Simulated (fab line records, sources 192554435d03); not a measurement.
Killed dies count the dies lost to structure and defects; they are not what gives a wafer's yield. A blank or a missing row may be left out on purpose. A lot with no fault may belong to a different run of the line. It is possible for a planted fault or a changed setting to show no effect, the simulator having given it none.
Matching of chambers || flow n5Finfet || pecvd-02 running N5_BEOL_M4_DEP_57: 3 sister chambers
The step deposits SiCN from 3MS/NH3, target thk 8 nm, time 14 s. 6 wafers are shown with their chamber, then 7 later ones without.

WAFERS WITH THEIR CHAMBER
{"wafer": "L077.4", "chamber": 1, "showerheadPlenumPTorr (Torr)": 3.669, "throttleValvePct (%)": 8.6}
{"wafer": "L083.2", "chamber": 1, "showerheadPlenumPTorr (Torr)": 3.667, "throttleValvePct (%)": 8.1}
{"wafer": "L083.3", "chamber": 2, "showerheadPlenumPTorr (Torr)": 3.681, "throttleValvePct (%)": 9.1}
{"wafer": "L083.6", "chamber": 0, "showerheadPlenumPTorr (Torr)": 3.657, "throttleValvePct (%)": 9.1}
{"wafer": "L088.1", "chamber": 0, "showerheadPlenumPTorr (Torr)": 3.658, "throttleValvePct (%)": 9.1}
{"wafer": "L088.2", "chamber": 2, "showerheadPlenumPTorr (Torr)": 3.666, "throttleValvePct (%)": 8.9}

WAFERS WHOSE CHAMBER IS MISSING
{"wafer": "L088.3", "showerheadPlenumPTorr (Torr)": 3.669, "throttleValvePct (%)": 8.4}
{"wafer": "L093.1", "showerheadPlenumPTorr (Torr)": 3.663, "throttleValvePct (%)": 8.7}
{"wafer": "L093.3", "showerheadPlenumPTorr (Torr)": 3.671, "throttleValvePct (%)": 9.2}
{"wafer": "L093.6", "showerheadPlenumPTorr (Torr)": 3.662, "throttleValvePct (%)": 8.7}
{"wafer": "L096.1", "showerheadPlenumPTorr (Torr)": 3.681, "throttleValvePct (%)": 8.9}
{"wafer": "L096.3", "showerheadPlenumPTorr (Torr)": 3.665, "throttleValvePct (%)": 8.3}
{"wafer": "L096.4", "showerheadPlenumPTorr (Torr)": 3.652, "throttleValvePct (%)": 8.7}

WHICH CHAMBER EACH WENT THROUGH
{"wafer": "L088.3", "from the rows above": 1, "in truth": 1}
{"wafer": "L093.1", "from the rows above": "can't be placed: 1 or 0 or 2", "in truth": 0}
{"wafer": "L093.3", "from the rows above": "can't be placed: 2 or 0", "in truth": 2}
{"wafer": "L093.6", "from the rows above": "can't be placed: 1 or 0 or 2", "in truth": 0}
{"wafer": "L096.1", "from the rows above": "can't be placed: 2 or 1", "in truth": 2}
{"wafer": "L096.3", "from the rows above": 1, "in truth": 1}
{"wafer": "L096.4", "from the rows above": "can't be placed: 0 or 1 or 2", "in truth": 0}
Placed correctly: 2 of 7. Can't be placed from these rows: 5 (the true chamber is among the candidates in 5). 0 placed wrongly.
How it was worked out, from the rows above alone: a wafer's distance from a chamber is the root of the sum, over the readings, of the square of ((its reading less the chamber's mean) divided by the reading's scatter). The wafer belongs to the nearest chamber; if the next one is less than 2 further off, it can't be placed. Each chamber's mean is taken over the wafers shown for it. The scatter: take each reading less its chamber's mean, square it, sum over the shown wafers, divide by the number of wafers less the number of chambers, and take the root.
